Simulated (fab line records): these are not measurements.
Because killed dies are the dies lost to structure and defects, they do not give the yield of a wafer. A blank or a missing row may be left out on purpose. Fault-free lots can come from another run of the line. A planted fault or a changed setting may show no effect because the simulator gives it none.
Matching of chambers / flow n5_finfet / 3 sister chambers for N5_BEOL_M4_PRE_CLEAN_60 on cvd_co-02
The step time 15 s. 5 wafers are shown with their chamber, then 7 later ones without.

== EACH WAFER AND ITS CHAMBER ==
wafer=L074.3; chamber=1; heater_power_w (W)=98
wafer=L094.4; chamber=2; heater_power_w (W)=104
wafer=L094.6; chamber=0; heater_power_w (W)=97
wafer=L096.1; chamber=2; heater_power_w (W)=106
wafer=L096.5; chamber=0; heater_power_w (W)=96

== WAFERS WITH NO CHAMBER GIVEN ==
wafer=L096.6; heater_power_w (W)=103
wafer=L097.1; heater_power_w (W)=106
wafer=L097.2; heater_power_w (W)=96
wafer=L097.3; heater_power_w (W)=95
wafer=L097.4; heater_power_w (W)=100
wafer=L097.5; heater_power_w (W)=104
wafer=L097.6; heater_power_w (W)=99

== WHICH CHAMBER EACH WENT THROUGH ==
wafer=L096.6; from the rows above=2; in truth=2
wafer=L097.1; from the rows above=2; in truth=2
wafer=L097.2; from the rows above=can't be placed: 0 or 1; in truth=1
wafer=L097.3; from the rows above=can't be placed: 0 or 1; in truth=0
wafer=L097.4; from the rows above=can't be placed: 1 or 0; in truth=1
wafer=L097.5; from the rows above=2; in truth=2
wafer=L097.6; from the rows above=can't be placed: 1 or 0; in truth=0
3 of 7 placed correctly. From these rows, 4 cannot be placed; in 4 the true chamber is one of the candidates. 0 placed wrongly.
How it was worked out, from the rows above alone: a wafer's distance from a chamber is the root of the sum, over the readings, of the square of ((its reading less the chamber's mean) divided by the reading's scatter). The wafer belongs to the nearest chamber; if the next one is less than 2 further off, it can't be placed. A chamber's mean is the mean of its shown wafers. The scatter: take each reading less its chamber's mean, square it, sum over the shown wafers, divide by the number of wafers less the number of chambers, and take the root.
